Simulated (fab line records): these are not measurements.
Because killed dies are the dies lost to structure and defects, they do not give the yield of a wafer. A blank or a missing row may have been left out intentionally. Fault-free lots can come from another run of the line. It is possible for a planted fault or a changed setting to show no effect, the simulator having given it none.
fab line records ; flow nandHarc ; part 1 of 2: steps 1 to 25 of 41
record lots=5; wafers=15; lastDay=23
route steps=1159 shown P_STI@82 P_GATE@110
lots untouched by any fault: they come from a run of this same line in which no faults occurred
startH: start of the lot's first displayed wafer, in hours after the record's first day ; waitH: hours from the lot's prior step to this one ; " as in the row above ; L1.1+2: several wafers, shown together as one row ; - either no value or no given start ; * or withheld: withheld ; < > ~ a bound
route shown NAME@n: NAME is a module with steps in the file, n the number in the route of the first one ; usual: mean and standard deviation over wafers with no fault ; same: alike in all rows ; chamber/n: place in a boat ; sites: per-site readings ; _std_site: standard deviation of those values ; _edge_site: inner sites' mean taken away from outer sites' mean ; radiusMm: for every site, how far away it sits from the centre of the wafer ; mask NAME#n: copy n ; behind: the tool/chamber that last shaped the wafer ; hold: reason for holding the lot/hours on hold/outcome of the hold ; device: names the non-switching transistor (n, p or np) ; end of line: at the end of the route, the tests of the same wafers ; a step given without rows: its recipe and nothing more ; killed: dies lost to structure and defects at the first sort, not the wafer's yield ; map: the dies of a wafer, with x for killed, . for not killed, _ for no die there
set.NAME: the run value of the setting; set.NAME@STEP: its run value at that earlier step ; model.NAME: the simulator's own value behind a step, which no gauge read
a table for each step, a row for each wafer; lots at some steps of the route
services: a tool's chamber out of use, with start hour (startH, from the record's first day; less than 0 if before it), hours out, and reason
## steps
# step NHARC_P_STI_DEVELOP_08
# recipe timeS=50; devTempC=22
lot.wafer;tool;chamber;startH;waitH
L074.2+3+6;lithoTrack-02;0;-;-
L077.1+3+6;lithoTrack-03;0;-;-
L082.1+4+6;lithoTrack-07;0;-;-
L085.2+4+5;lithoTrack-02;0;-;-
L093.1+3+6;lithoTrack-07;0;-;-
# step NHARC_P_STI_CD_MEAS_09
# recipe targetCdNm=200; landingEnergyEv=500
# usual cdNm=198.5/2.1
lot.wafer;tool;chamber;startH;waitH;cdNm
L074.2;cdSem-03;0;39.91;-;197.8
L074.3;cdSem-03;0;39.91;-;198.5
L074.6;cdSem-03;0;39.91;-;193.1
L077.1;cdSem-03;0;51.90;-;200.4
L077.3;cdSem-03;0;51.90;-;199.8
L077.6;cdSem-03;0;51.90;-;200.0
L082.1;cdSem-03;0;84.86;-;197.5
L082.4;cdSem-03;0;84.86;-;198.0
L082.6;cdSem-03;0;84.86;-;197.4
L085.2;cdSem-01;0;97.90;-;196.8
L085.4;cdSem-01;0;97.90;-;199.4
L085.5;cdSem-01;0;97.90;-;198.7
L093.1;cdSem-02;0;152.77;-;196.2
L093.3;cdSem-02;0;152.77;-;197.3
L093.6;cdSem-02;0;152.77;-;197.6
# step NHARC_P_STI_OVL_MEAS_10
# usual overlayXNm=0/5.1; overlayYNm=0/5.6
lot.wafer;tool;chamber;startH;waitH;overlayXNm;overlayYNm
L074.2;overlay-02;-;40.01;-;2;11
L074.3;overlay-02;-;40.01;-;2;11
L074.6;overlay-02;-;40.01;-;2;12
L077.1;overlay-02;-;52.01;-;1;1
L077.3;overlay-02;-;52.01;-;0;1
L077.6;overlay-02;-;52.01;-;1;1
L082.1;overlay-02;-;84.95;-;1;4
L082.4;overlay-02;-;84.95;-;1;3
L082.6;overlay-02;-;84.95;-;1;4
L085.2;overlay-01;-;97.99;-;6;8
L085.4;overlay-01;-;97.99;-;6;7
L085.5;overlay-01;-;97.99;-;6;8
L093.1;overlay-01;-;152.86;-;0;2
L093.3;overlay-01;-;152.86;-;0;2
L093.6;overlay-01;-;152.86;-;0;2
# step NHARC_P_STI_INSPECT_11
# usual rawDefectCount=6/3.3
lot.wafer;tool;chamber;startH;waitH;rawDefectCount
L074.2;defectInspect-01;-;40.04;0.0;10
L074.3;defectInspect-01;-;40.04;0.0;5
L074.6;defectInspect-01;-;40.04;0.0;6
L077.1;defectInspect-02;-;52.04;0.0;3
L077.3;defectInspect-02;-;52.04;0.0;5
L077.6;defectInspect-02;-;52.04;0.0;5
L082.1;defectInspect-02;-;84.98;0.0;7
L082.4;defectInspect-02;-;84.98;0.0;4
L082.6;defectInspect-02;-;84.98;0.0;3
L085.2;defectInspect-01;-;98.03;0.0;6
L085.4;defectInspect-01;-;98.03;0.0;3
L085.5;defectInspect-01;-;98.03;0.0;5
L093.1;defectInspect-01;-;152.89;0.0;13
L093.3;defectInspect-01;-;152.89;0.0;5
L093.6;defectInspect-01;-;152.89;0.0;2
# step NHARC_P_STI_HARDBAKE_13
# recipe tempC=118; timeS=65
lot.wafer;tool;chamber;startH;waitH
L074.2+3+6;lithoTrack-07;0;40.10;0.1
L077.1+3+6;lithoTrack-02;0;52.10;0.1
L082.1+4+6;lithoTrack-07;0;85.04;0.1
L085.2+4+5;lithoTrack-02;0;98.09;0.1
L093.1+3+6;lithoTrack-02;0;152.95;0.1
# step NHARC_P_STI_DESCUM_14
# recipe timeS=3; o2FlowSccm=200; arFlowSccm=0; biasPowerW=0; chemistry=O2
# usual chamberPressureMTorr=60.00/0.054; drypumpMotorCurrentA=5.6/0.31; oesProductAu=1.001/0.012; rfVppV=57.9/0.83; showerheadPlenumPTorr=1.95/0.066; throttleValvePct=11.312/0.0087
lot.wafer;tool;chamber;startH;waitH;chamberPressureMTorr;drypumpMotorCurrentA;oesProductAu;rfHoursCounterH;rfVppV;showerheadPlenumPTorr;throttleValvePct
L074.3;rieDiel-11;3;40.21;-;60.01;5.2;1.008;0.4;57.5;1.94;11.305
L074.2;rieDiel-11;0;40.21;-;59.98;5.8;0.973;0.4;56.8;1.87;11.311
L074.6;rieDiel-11;3;40.21;-;59.95;5.2;1.007;-;58.1;1.94;11.324
L077.3;rieDiel-11;0;52.18;-;60.07;5.8;0.999;0.8;55.0;1.87;11.312
L077.1;rieDiel-11;2;52.18;-;59.96;5.5;1.017;0.9;59.0;2.00;11.322
L077.6;rieDiel-11;1;52.18;-;59.97;5.2;1.009;-;58.0;1.92;11.307
L082.4;rieDiel-11;2;85.13;-;59.95;5.5;1.021;1.9;58.3;2.00;11.308
L082.1;rieDiel-11;3;85.13;-;59.92;5.2;1.009;1.8;58.2;1.94;11.306
L082.6;rieDiel-11;1;85.13;-;59.96;5.3;1.012;-;59.0;1.92;11.324
L085.2;rieDiel-03;2;98.16;-;59.93;5.3;0.997;3.6;58.0;2.00;11.310
L085.5;rieDiel-03;2;98.16;-;59.97;5.3;1.004;-;58.2;2.00;11.308
L085.4;rieDiel-03;0;98.16;-;59.94;5.9;0.983;-;56.6;1.86;11.303
L093.1;rieDiel-03;1;153.03;-;60.07;5.9;0.994;7.9;58.2;2.04;11.314
L093.3;rieDiel-03;2;153.03;-;60.01;5.3;0.999;7.6;57.6;2.00;11.313
L093.6;rieDiel-03;2;153.03;-;60.06;5.3;0.999;-;58.2;2.00;11.305
# step NHARC_P_STI_ETCH_42
# recipe targetDepthA=800; overetchA=240; timeS=61; ionEnergyEv=200; n2FlowSccm=150; h2FlowSccm=150; arFlowSccm=0; rfW=400; biasW=150; chemistry=N2/H2
# usual chamberPressureMTorr=30.000/0.027; drypumpMotorCurrentA=5.6/0.3; h2FlowSccm=150.0/0.46; oesProductAu=1.002/0.011; rfFwdPowerW=396.5/1.8; rfVppV=431.5/2.1; showerheadPlenumPTorr=2.08/0.073; throttleValvePct=14.172/0.0088
lot.wafer;tool;chamber;startH;waitH;chamberPressureMTorr;drypumpMotorCurrentA;h2FlowSccm;oesProductAu;rfFwdPowerW;rfHoursCounterH;rfVppV;showerheadPlenumPTorr;throttleValvePct
L074.3;rieDiel-11;1;40.29;0.1;30.005;5.2;150.0;1.014;395.9;0.4;431.4;2.05;14.178
L074.2;rieDiel-11;0;40.29;0.1;30.014;5.8;149.8;0.999;397.1;0.4;430.0;1.99;14.171
L074.6;rieDiel-11;2;40.29;0.1;30.054;5.6;150.1;1.021;397.5;-;431.8;2.14;14.169
L077.1;rieDiel-11;1;52.27;0.1;30.029;5.2;149.8;1.026;395.3;0.9;431.5;2.05;14.186
L077.3;rieDiel-11;3;52.27;0.1;29.996;5.2;149.5;0.994;397.7;0.8;431.3;2.07;14.165
L077.6;rieDiel-11;1;52.27;0.1;29.952;5.2;150.0;1.025;397.2;-;430.5;2.05;14.171
L082.4;rieDiel-11;3;85.21;0.1;29.992;5.2;149.7;1.001;396.7;1.8;431.5;2.07;14.177
L082.1;rieDiel-11;1;85.21;0.1;30.001;5.2;149.4;1.018;396.5;1.8;429.8;2.04;14.183
L082.6;rieDiel-11;3;85.21;0.1;29.967;5.2;149.6;0.989;398.8;-;431.9;2.07;14.179
L085.2;rieDiel-03;2;98.28;0.1;29.982;5.4;150.3;0.999;397.3;3.6;433.1;2.13;14.157
L085.5;rieDiel-03;2;98.28;0.1;30.002;5.4;150.1;0.999;397.5;-;433.3;2.13;14.167
L085.4;rieDiel-03;0;98.28;0.1;29.995;5.9;150.1;0.985;397.7;-;427.8;1.98;14.174
L093.1;rieDiel-03;0;153.12;0.1;29.984;5.9;150.7;0.992;396.1;8.2;427.8;1.98;14.174
L093.3;rieDiel-03;1;153.12;0.1;30.020;6.0;149.8;0.997;393.4;7.9;434.7;2.18;14.172
L093.6;rieDiel-03;3;153.12;0.1;30.015;5.5;149.9;0.988;392.7;-;433.1;2.15;14.173
# step NHARC_P_STI_ETCH_31
# recipe targetDepthA=1089; timeS=54.5; cf4FlowSccm=100; chf3FlowSccm=30; arFlowSccm=0; rfW=500; biasW=200; chemistry=CF4/CHF3
# usual chamberPressureMTorr=25.000/0.023; drypumpMotorCurrentA=5.6/0.31; oesProductAu=0.962/0.019; rfFwdPowerW=495.0/2.3; rfVppV=371.4/1.9; showerheadPlenumPTorr=1.60/0.05; throttleValvePct=16.802/0.0094
lot.wafer;tool;chamber;startH;waitH;chamberPressureMTorr;drypumpMotorCurrentA;oesProductAu;rfFwdPowerW;rfHoursCounterH;rfVppV;showerheadPlenumPTorr;throttleValvePct
L074.3;rieDiel-11;0;-;-;25.015;5.8;0.965;497.4;0.4;369.3;1.54;16.805
L074.2;rieDiel-11;3;-;-;25.008;5.2;0.961;495.3;0.4;371.0;1.60;16.786
L074.6;rieDiel-11;1;-;-;25.038;5.2;0.992;496.2;-;370.3;1.58;16.794
L077.1;rieDiel-11;2;-;-;24.955;5.5;0.989;495.4;0.9;373.3;1.64;16.809
L077.3;rieDiel-11;1;-;-;24.985;5.3;0.972;495.9;0.9;369.5;1.58;16.793
L077.6;rieDiel-11;2;-;-;25.000;5.5;1.004;494.1;-;372.7;1.64;16.801
L082.1;rieDiel-11;0;-;-;24.992;5.8;0.966;495.7;1.8;368.9;1.54;16.806
L082.4;rieDiel-11;2;-;-;24.988;5.5;0.984;495.3;1.9;372.7;1.64;16.792
L082.6;rieDiel-11;1;-;-;25.008;5.2;0.977;497.4;-;369.7;1.58;16.818
L085.2;rieDiel-03;2;-;-;24.999;5.3;0.948;495.3;3.6;372.9;1.64;16.805
L085.4;rieDiel-03;2;-;-;25.027;5.4;0.936;494.6;-;374.2;1.64;16.795
L085.5;rieDiel-03;0;-;-;24.986;5.9;0.929;498.1;-;370.1;1.53;16.806
L093.3;rieDiel-03;1;-;-;24.992;5.9;0.954;490.8;7.9;373.9;1.67;16.823
L093.1;rieDiel-03;2;-;-;24.989;5.3;0.963;496.2;7.7;372.4;1.64;16.794
L093.6;rieDiel-03;2;-;-;24.969;5.4;0.958;495.1;-;373.7;1.64;16.803
# step NHARC_P_STI_ETCH_15
# recipe targetDepthA=3000; taperDeg=4; timeS=100.1; hbrFlowSccm=150; cl2FlowSccm=50; rfW=400; icpW=400; biasW=100; chemistry=HBr/Cl2
# usual chamberPressureMTorr=15.000/0.012; drypumpMotorCurrentA=5.5/0.41; oesProductAu=1.004/0.0084; rfFwdPowerW=397.8/1.4; throttleValvePct=26.405/0.0091
lot.wafer;tool;chamber;startH;waitH;chamberPressureMTorr;drypumpMotorCurrentA;oesProductAu;rfFwdPowerW;rfHoursCounterH;throttleValvePct
L074.2;rieSi-01;3;40.48;-;14.996;5.7;1.013;398.6;0.5;26.402
L074.3;rieSi-01;0;40.48;-;15.007;5.3;1.004;399.8;0.6;26.392
L074.6;rieSi-01;3;40.48;-;15.018;5.7;1.007;397.0;-;26.402
L077.3;rieSi-01;0;52.47;-;14.996;5.3;1.011;398.0;0.7;26.400
L077.1;rieSi-01;2;52.47;-;15.030;5.8;1.010;396.4;0.7;26.392
L077.6;rieSi-01;3;52.47;-;15.024;5.7;1.020;397.7;-;26.409
L082.4;rieSi-01;0;85.40;-;14.996;5.3;0.993;399.4;1.0;26.411
L082.1;rieSi-01;3;85.40;-;14.990;5.7;1.011;394.1;0.9;26.403
L082.6;rieSi-01;0;85.40;-;14.983;5.4;1.007;399.3;-;26.420
L085.2;rieSi-01;1;98.51;-;15.013;5.2;0.999;398.4;1.2;26.400
L085.4;rieSi-01;3;98.51;-;15.011;5.7;1.005;396.4;0.9;26.414
L085.5;rieSi-01;1;98.51;-;15.003;5.2;0.992;400.8;-;26.405
L093.1;rieSi-01;1;153.33;-;14.983;5.2;1.004;399.7;0.2;26.400
L093.3;rieSi-01;2;153.33;-;14.990;5.8;1.010;397.1;0.2;26.410
L093.6;rieSi-01;0;153.33;-;14.974;5.3;0.996;397.5;-;26.425
# step NHARC_P_STI_CD_MEAS_16
# usual cdNm=197.8/2.2
lot.wafer;tool;chamber;startH;waitH;cdNm
L074.2;cdSem-02;-;40.65;-;197.1
L074.3;cdSem-02;-;40.65;-;198.7
L074.6;cdSem-02;-;40.65;-;191.3
L077.1;cdSem-03;-;52.63;-;199.7
L077.3;cdSem-03;-;52.63;-;197.8
L077.6;cdSem-03;-;52.63;-;199.7
L082.1;cdSem-03;-;85.56;-;196.2
L082.4;cdSem-03;-;85.56;-;196.4
L082.6;cdSem-03;-;85.56;-;196.5
L085.2;cdSem-01;-;98.67;-;195.3
L085.4;cdSem-01;-;98.67;-;198.9
L085.5;cdSem-01;-;98.67;-;197.2
L093.1;cdSem-03;-;153.46;-;197.5
L093.3;cdSem-03;-;153.46;-;197.5
L093.6;cdSem-03;-;153.46;-;196.6
# step NHARC_P_STI_OCD_MEAS_17
# usual trenchDepthNm=302/3.6; trenchFootCdNm=156.2/2.2
lot.wafer;tool;chamber;startH;waitH;trenchDepthNm;trenchFootCdNm
L074.2;ocd-01;-;40.74;0.1;306;154.8
L074.3;ocd-01;-;40.74;0.1;302;155.9
L074.6;ocd-01;-;40.74;0.1;306;150.6
L077.1;ocd-02;-;52.71;0.1;307;157.4
L077.3;ocd-02;-;52.71;0.1;306;157.3
L077.6;ocd-02;-;52.71;0.1;309;156.5
L082.1;ocd-01;-;85.64;0.1;306;155.0
L082.4;ocd-01;-;85.64;0.1;299;156.0
L082.6;ocd-01;-;85.64;0.1;301;155.1
L085.2;ocd-01;-;98.75;0.1;300;154.6
L085.4;ocd-01;-;98.75;0.1;305;157.7
L085.5;ocd-01;-;98.75;0.1;299;156.6
L093.1;ocd-01;-;153.55;0.1;302;154.2
L093.3;ocd-01;-;153.55;0.1;305;154.3
L093.6;ocd-01;-;153.55;0.1;300;155.3
# step NHARC_P_STI_STRIP_19
# recipe timeS=900; tempC=130; chemistry=SPM
# usual tempC=130.02/0.15
lot.wafer;tool;chamber;startH;waitH;tempC
L074.6;wetBench-09;4;40.79;0.0;129.90
L074.2;wetBench-09;5;40.79;0.0;130.08
L074.3;wetBench-09;0;40.79;0.0;130.18
L077.3;wetBench-06;4;52.77;0.0;129.87
L077.6;wetBench-06;5;52.77;0.0;129.89
L077.1;wetBench-06;0;52.77;0.0;130.03
L082.6;wetBench-06;4;85.70;0.0;130.45
L082.4;wetBench-06;7;85.70;0.0;130.17
L082.1;wetBench-06;1;85.70;0.0;129.85
L085.5;wetBench-06;7;98.81;0.0;130.04
L085.2;wetBench-06;0;98.81;0.0;130.12
L085.4;wetBench-06;1;98.81;0.0;130.12
L093.1;wetBench-06;0;153.61;0.1;130.04
L093.6;wetBench-06;2;153.61;0.1;130.21
L093.3;wetBench-06;4;153.61;0.1;130.08
# step NHARC_P_STI_PRECLEAN_32
# recipe timeS=*; tempC=50; bathAgeMin=0; chemistry=SC1
# usual tempC=49.99/0.11
lot.wafer;tool;chamber;startH;waitH;tempC
L074.6;wetBench-09;4;-;-;49.97
L074.2;wetBench-09;5;-;-;49.82
L074.3;wetBench-09;0;-;-;49.92
L077.3;wetBench-06;4;-;-;50.03
L077.6;wetBench-06;5;-;-;50.18
L077.1;wetBench-06;0;-;-;49.84
L082.6;wetBench-06;4;-;-;50.13
L082.4;wetBench-06;7;-;-;49.95
L082.1;wetBench-06;1;-;-;50.16
L085.5;wetBench-06;7;-;-;49.85
L085.2;wetBench-06;0;-;-;50.05
L085.4;wetBench-06;1;-;-;50.04
L093.1;wetBench-06;0;-;-;50.02
L093.6;wetBench-06;2;-;-;50.07
L093.3;wetBench-06;4;-;-;49.89
# step NHARC_P_STI_SRD_23
lot.wafer;tool;chamber;startH;waitH
L074.6+2+3;wetBench-09;4,5,0;-;-
L077.3+6+1;wetBench-06;4,5,0;-;-
L082.6+4+1;wetBench-06;4,7,1;-;-
L085.5+2+4;wetBench-06;7,0,1;-;-
L093.1+6+3;wetBench-06;0,2,4;-;-
# step NHARC_P_STI_OCD_MEAS_43
# usual trenchDepthNm=302/3.6; trenchFootCdNm=156.3/2.2
lot.wafer;tool;chamber;startH;waitH;trenchDepthNm;trenchFootCdNm
L074.2;ocd-01;-;41.25;-;306;155.1
L074.3;ocd-01;-;41.25;-;302;156.5
L074.6;ocd-01;-;41.25;-;305;150.6
L077.1;ocd-02;-;53.22;-;306;156.9
L077.3;ocd-02;-;53.22;-;306;157.1
L077.6;ocd-02;-;53.22;-;309;156.1
L082.1;ocd-02;-;86.15;-;306;154.7
L082.4;ocd-02;-;86.15;-;299;156.4
L082.6;ocd-02;-;86.15;-;300;155.5
L085.2;ocd-01;-;99.26;-;300;155.0
L085.4;ocd-01;-;99.26;-;305;157.2
L085.5;ocd-01;-;99.26;-;299;157.4
L093.1;ocd-02;-;154.06;-;302;153.8
L093.3;ocd-02;-;154.06;-;305;155.0
L093.6;ocd-02;-;154.06;-;300;155.5
# step NHARC_P_STI_OXIDE_33
# recipe targetThkA=100; tempC=1000; oxTimeS=281; material=SiO2
# usual tubeCenterTempC=1000/0.095
# same oxTimeS=281
lot.wafer;tool;chamber;startH;waitH;tubeCenterTempC
L074.2;furnace-06;0;45.27;4.0;1000.1
L074.3;furnace-06;0;45.27;4.0;1000.2
L074.6;furnace-06;0;45.27;4.0;1000.1
L077.1;furnace-08;0;58.86;5.6;1000.1
L077.3;furnace-08;0;58.86;5.6;999.94
L077.6;furnace-08;0;58.86;5.6;1000.1
L082.1;furnace-01;0;89.80;3.6;999.96
L082.4;furnace-01;0;89.80;3.6;1000
L082.6;furnace-01;0;89.80;3.6;999.95
L085.2;furnace-08;0;105.74;6.5;999.95
L085.4;furnace-08;0;105.74;6.5;999.99
L085.5;furnace-08;0;105.74;6.5;1000.1
L093.1;furnace-08;0;159.29;5.2;999.82
L093.3;furnace-08;0;159.29;5.2;1000.1
L093.6;furnace-08;0;159.29;5.2;999.8
# step NHARC_P_STI_HDPCVD_20
# recipe targetThkA=withheld; sigmaOpenFrac=withheld; material=SiO2
lot.wafer;tool;chamber;startH;waitH
L074.2+3+6;hdpcvd-01;0,0,1;50.49;0.9
L077.1+3+6;hdpcvd-01;1;64.07;0.9
L082.1+4+6;hdpcvd-01;0,1,0;94.49;0.4
L085.2+4+5;hdpcvd-01;1;111.08;1.0
L093.1+3+6;hdpcvd-01;0,1,0;164.11;0.5
# step NHARC_P_STI_ANNEAL_34
# recipe tempC=1000; timeS=1800
# usual tubeCenterTempC=999.99/0.087
lot.wafer;tool;chamber;startH;waitH;tubeCenterTempC
L074.2;furnace-06;0;51.24;0.7;999.95
L074.3;furnace-06;0;51.24;0.7;999.95
L074.6;furnace-06;0;51.24;0.7;999.97
L077.1;furnace-01;0;69.28;5.1;999.97
L077.3;furnace-01;0;69.28;5.1;999.89
L077.6;furnace-01;0;69.28;5.1;999.98
L082.1;furnace-01;0;99.44;4.9;999.96
L082.4;furnace-01;0;99.44;4.9;999.92
L082.6;furnace-01;0;99.44;4.9;999.92
L085.2;furnace-01;0;115.83;4.7;999.85
L085.4;furnace-01;0;115.83;4.7;1000
L085.5;furnace-01;0;115.83;4.7;1000
L093.1;furnace-01;0;171.11;6.9;999.95
L093.3;furnace-01;0;171.11;6.9;1000.1
L093.6;furnace-01;0;171.11;6.9;999.99
# step NHARC_P_STI_CMP_21
# recipe tOverpolishS=20; targetThkNm=380.67
# usual motorCurrentA=11.9/1.2; overpolishRunS=20.000/0.0095
# same tOverpolishS=20
lot.wafer;tool;chamber;startH;waitH;motorCurrentA;overpolishRunS
L074.3;cmp-04;1;56.20;0.5;11.4;19.995
L074.2;cmp-04;2;56.20;0.5;12.8;19.991
L074.6;cmp-04;3;56.20;0.5;13.6;20.001
L077.3;cmp-02;3;74.11;0.4;11.9;20.008
L077.1;cmp-02;1;74.11;0.4;12.5;19.992
L077.6;cmp-02;0;74.11;0.4;10.8;20.010
L082.1;cmp-01;0;104.32;0.4;12.4;19.983
L082.4;cmp-01;2;104.32;0.4;12.4;20.007
L082.6;cmp-01;3;104.32;0.4;9.8;20.005
L085.2;cmp-02;2;120.73;0.4;13.4;19.992
L085.4;cmp-02;1;120.73;0.4;12.7;20.006
L085.5;cmp-02;3;120.73;0.4;12.2;20.019
L093.1;cmp-01;2;176.01;0.4;11.9;19.998
L093.3;cmp-01;0;176.01;0.4;11.9;20.014
L093.6;cmp-01;1;176.01;0.4;11.6;20.000
# step NHARC_P_STI_SRD_35
lot.wafer;tool;chamber;startH;waitH
L074.6+2+3;wetBench-04;1,2,6;56.45;0.0
L077.6+3+1;wetBench-04;3,7,0;74.42;0.0
L082.6+1+4;wetBench-04;0,1,3;104.60;0.0
L085.2+4+5;wetBench-04;0,4,5;121.03;0.0
L093.6+1+3;wetBench-04;2,4,5;176.28;0.0
# step NHARC_P_STI_ETCH_36
# recipe targetDepthA=388; chemistry=dHF; material=SiO2
lot.wafer;tool;chamber;startH;waitH
L074.6+2+3;wetBench-04;1,2,6;56.47;0.0
L077.6+3+1;wetBench-04;3,7,0;74.45;0.0
L082.6+1+4;wetBench-04;0,1,3;104.62;0.0
L085.2+4+5;wetBench-04;0,4,5;121.05;0.0
L093.6+1+3;wetBench-04;2,4,5;176.31;0.0
# step NHARC_P_STI_STRIP_24
# recipe tempC=160; chemistry=H3PO4; material=Si3N4
# usual tempC=160.01/0.16
lot.wafer;tool;chamber;startH;waitH;tempC
L074.6;wetBench-04;1;56.48;0.0;160.00
L074.2;wetBench-04;2;56.48;0.0;160.26
L074.3;wetBench-04;6;56.48;0.0;159.73
L077.6;wetBench-04;3;74.46;0.0;159.82
L077.3;wetBench-04;7;74.46;0.0;160.13
L077.1;wetBench-04;0;74.46;0.0;160.21
L082.6;wetBench-04;0;104.63;0.0;159.98
L082.1;wetBench-04;1;104.63;0.0;160.01
L082.4;wetBench-04;3;104.63;0.0;160.06
L085.2;wetBench-04;0;121.07;0.0;160.08
L085.4;wetBench-04;4;121.07;0.0;160.13
L085.5;wetBench-04;5;121.07;0.0;159.85
L093.6;wetBench-04;2;176.32;0.0;159.85
L093.1;wetBench-04;4;176.32;0.0;160.23
L093.3;wetBench-04;5;176.32;0.0;160.14
# step NHARC_P_STI_ETCH_37
# recipe targetDepthA=110; chemistry=dHF; material=SiO2
lot.wafer;tool;chamber;startH;waitH
L074.6+2+3;wetBench-04;1,2,6;-;-
L077.6+3+1;wetBench-04;3,7,0;-;-
L082.6+1+4;wetBench-04;0,1,3;-;-
L085.2+4+5;wetBench-04;0,4,5;-;-
L093.6+1+3;wetBench-04;2,4,5;-;-
# step NHARC_P_STI_PRECLEAN_38
# recipe timeS=*; tempC=50; bathAgeMin=0; chemistry=SC1
# usual tempC=50.01/0.12
lot.wafer;tool;chamber;startH;waitH;tempC
L074.6;wetBench-04;1;-;-;50.21
L074.2;wetBench-04;2;-;-;50.15
L074.3;wetBench-04;6;-;-;50.05
L077.6;wetBench-04;3;-;-;50.02
L077.3;wetBench-04;7;-;-;49.82
L077.1;wetBench-04;0;-;-;50.06
L082.6;wetBench-04;0;-;-;49.73
L082.1;wetBench-04;1;-;-;49.88
L082.4;wetBench-04;3;-;-;49.94
L085.2;wetBench-04;0;-;-;50.20
L085.4;wetBench-04;4;-;-;49.92
L085.5;wetBench-04;5;-;-;49.94
L093.6;wetBench-04;2;-;-;49.92
L093.1;wetBench-04;4;-;-;49.92
L093.3;wetBench-04;5;-;-;50.12
# step NHARC_P_STI_SRD_39
lot.wafer;tool;chamber;startH;waitH
L074.6+2+3;wetBench-04;1,2,6;-;-
L077.6+3+1;wetBench-04;3,7,0;-;-
L082.6+1+4;wetBench-04;0,1,3;-;-
L085.2+4+5;wetBench-04;0,4,5;-;-
L093.6+1+3;wetBench-04;2,4,5;-;-
